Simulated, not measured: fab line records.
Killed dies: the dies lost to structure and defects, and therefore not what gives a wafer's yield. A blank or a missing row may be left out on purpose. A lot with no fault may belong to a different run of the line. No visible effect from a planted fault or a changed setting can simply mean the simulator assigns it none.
A struck lot beside a sound one :: flow nand harc :: 13 out of 1302 route steps
Sound: the wafers L322.2, L322.4, L322.6. Struck: wafers L331.4, L331.6. (L331.2 of the same lot was not struck and is left out.) The cause comes at the end.
At each step with rows: each side's tool, then ch and its chambers, then its first start. Under that, the readings that differ: sound wafers :: struck wafers :: difference of the means :: sigmas: that difference in standard deviations of wafers without a fault.
alike: a reading whose means differ by less than 2 such deviations, as well as words and numbers matching on both sides. not compared: withheld readings; readings where some wafer has no value; bounds like >300 that might hide an equal value; numbers whose values overlap and for which the record gives no deviation.
The two part at a step that has a row with sigmas, a row that says differs or no value, or rows on one side only. Numbers that don't overlap but have no deviation are shown without sigmas and don't part them. A reading missing from all wafers of one side parts the sides only when that side holds two or more wafers.

NHARC_A_SLIT_ETCH_26: etches the open film in C4F8/O2/Ar, time 90 s, target depth 400 nm.
  sound on har etch-01 ch 0, day 22 02:33; struck on har etch-01 ch 0,1, day 25 15:42
  alike: drypump motor current A, showerhead plenum p Torr, throttle valve pct
  not compared: rf hours counter h
then, 1 step without rows for these wafers: NHARC_A_SLIT_STRIP_28 (strips in O2/COS).
NHARC_A_SLIT_ETCH_29: etches the open film in CF4/O2, target depth 100 nm, overetch 10 nm, time 55 s.
  sound on rie diel-10 ch 0,1,2, day 22 03:26; struck on rie diel-06 ch 1,3, day 25 16:35
  alike: drypump motor current A, oes product au, rf vpp V, showerhead plenum p Torr, throttle valve pct
  not compared: rf hours counter h
NHARC_A_SLIT_STRIP_18: strips in O2.
  sound: rie diel-10 ch 0,3; struck: rie diel-06 ch 1,2
  alike: drypump motor current A, oes product au, rf vpp V, showerhead plenum p Torr, throttle valve pct
  not compared: rf hours counter h
then, 2 steps without rows for these wafers: NHARC_A_SLIT_PRECLEAN_19 (cleans in SC1); NHARC_A_SLIT_SRD_20.
NHARC_A_SLIT_CD_MEAS_21:
  struck on cd sem-02, day 25 17:07; sound on cd sem-03, day 22 03:58
reading: cd nm (nm)
sound: 290.7 289.8 289.4
struck: 287.5 288.3
difference: -2.1
sigmas: -2
then, 3 steps without rows for these wafers: NHARC_A_SIN_REMOVE_WET_00 (chemistry H3PO4, time 15300 s); NHARC_A_SIN_REMOVE_PRECLEAN_01 (cleans in SC1); NHARC_A_SIN_REMOVE_SRD_02.
NHARC_A_SIN_REMOVE_INSPECT_04:
  struck on defect inspect-01, day 25 23:47; sound on defect inspect-02, day 22 10:38
  alike: raw defect count
NHARC_A_WL_FILL_ALD_00: deposits Al2O3, target thk 3 nm, pulse time 3 s, ald cycles 30.
  sound on ald hk-02 ch 1,2,3, day 22 10:43; struck on ald hk-03 ch 0, day 25 23:50
reading: ald cycles
sound: 30 30 30
struck: 40 40
difference: +10
sigmas: 

reading: heater power outer w (W)
sound: 320 311 252
struck: 211 213
difference: -82
sigmas: -3

reading: heater power w (W)
sound: 534 517 468
struck: 380 383
difference: -125
sigmas: -3
  alike: precursor pulse height rel
NHARC_A_WL_FILL_RTA_01: time 5 s.
  sound on rtp anneal-01 ch 0, day 22 10:59; struck on rtp anneal-01 ch 0, day 26 00:08
  alike: lamp power pct, lamp_zone_1_pct, lamp_zone_2_pct, lamp_zone_3_pct, wafer_temp_C_max

## WHERE THEY PART
Earliest at NHARC_A_SLIT_CD_MEAS_21; latest, in this record, at NHARC_A_WL_FILL_ALD_00. Later steps at which nothing parts them and some readings are alike: NHARC_A_WL_FILL_RTA_01.

WHY: whatever the simulator had introduced
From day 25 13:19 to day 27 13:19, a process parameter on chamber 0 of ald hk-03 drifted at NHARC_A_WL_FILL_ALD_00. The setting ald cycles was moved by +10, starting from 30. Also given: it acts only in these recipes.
